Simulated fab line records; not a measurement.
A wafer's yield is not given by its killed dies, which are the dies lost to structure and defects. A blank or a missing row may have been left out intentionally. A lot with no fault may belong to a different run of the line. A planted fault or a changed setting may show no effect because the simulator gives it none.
Chamber matching + flow n5-finfet + N5_SD_EPI_P_ETCH_47 on rie-diel-04 has 4 sister chambers
The step etches SiOCN in CH3F/O2, target depth 25 nm. 16 wafers are shown with their chamber, then 8 later ones without.

## WAFERS PAIRED WITH THEIR CHAMBERS
| wafer  | chamber | showerhead-plenum-p-Torr (Torr) | throttle-valve-pct (%) | oes_o_777_au (a.u.) |
|--------|---------|---------------------------------|------------------------|---------------------|
| L083.1 | 3       | 1.98                            | 16.21                  | 0.73                |
| L083.2 | 1       | 2.05                            | 16.28                  | 0.88                |
| L083.3 | 2       | 2.01                            | 16.62                  | 0.73                |
| L084.2 | 3       | 1.98                            | 16.20                  | 0.73                |
| L084.5 | 1       | 2.05                            | 16.28                  | 0.88                |
| L084.6 | 2       | 2.02                            | 16.60                  | 0.74                |
| L085.1 | 2       | 2.01                            | 16.61                  | 0.73                |
| L085.4 | 0       | 1.91                            | 16.45                  | 0.71                |
| L085.5 | 3       | 1.98                            | 16.21                  | 0.73                |
| L086.2 | 2       | 2.01                            | 16.62                  | 0.74                |
| L086.4 | 0       | 1.91                            | 16.44                  | 0.72                |
| L086.6 | 1       | 2.05                            | 16.29                  | 0.87                |
| L090.2 | 1       | 2.05                            | 16.30                  | 0.86                |
| L090.3 | 3       | 1.98                            | 16.22                  | 0.72                |
| L090.4 | 2       | 2.01                            | 16.63                  | 0.73                |
| L091.3 | 2       | 2.01                            | 16.61                  | 0.73                |

SIGNATURES (averages over the wafers above)
| reading                  | chamber 0 | chamber 1 | chamber 2 | chamber 3 | scatter within a chamber |
|--------------------------|-----------|-----------|-----------|-----------|--------------------------|
| showerhead-plenum-p-Torr | 1.9100    | 2.0500    | 2.0117    | 1.9800    | 0.00264                  |
| throttle-valve-pct       | 16.4450   | 16.2875   | 16.6150   | 16.2100   | 0.00946                  |
| oes_o_777_au             | 0.7150    | 0.8725    | 0.7333    | 0.7275    | 0.00667                  |
Rule: for a wafer and a chamber, the distance is found by dividing, reading by reading, the gap between the wafer's reading and the chamber's mean by the reading's scatter, squaring, summing and taking the root. The wafer belongs to the nearest chamber; if the next one is less than 2 further off, it can't be placed. The scatter: the root of (the sum of the squares of (reading less its chamber's mean) over the shown wafers, divided by (wafers less chambers)).

## WAFERS MISSING THEIR CHAMBER
| wafer  | showerhead-plenum-p-Torr (Torr) | throttle-valve-pct (%) | oes_o_777_au (a.u.) |
|--------|---------------------------------|------------------------|---------------------|
| L091.4 | 2.01                            | 16.64                  | 0.73                |
| L091.6 | 2.05                            | 16.30                  | 0.85                |
| L094.2 | 2.01                            | 16.65                  | 0.72                |
| L094.3 | 2.05                            | 16.31                  | 0.84                |
| L094.4 | 1.91                            | 16.47                  | 0.71                |
| L095.1 | 2.01                            | 16.65                  | 0.71                |
| L095.4 | 1.91                            | 16.46                  | 0.71                |
| L095.5 | 2.01                            | 16.65                  | 0.72                |

## EACH ONE'S CHAMBER
| wafer  | from the rows above | in truth |
|--------|---------------------|----------|
| L091.4 | 2                   | 2        |
| L091.6 | 1                   | 1        |
| L094.2 | 2                   | 2        |
| L094.3 | 1                   | 1        |
| L094.4 | 0                   | 0        |
| L095.1 | 2                   | 2        |
| L095.4 | 0                   | 0        |
| L095.5 | 2                   | 2        |
Placed correctly: 8 of 8. Not placeable from these rows: 0. Placed wrongly: 0.
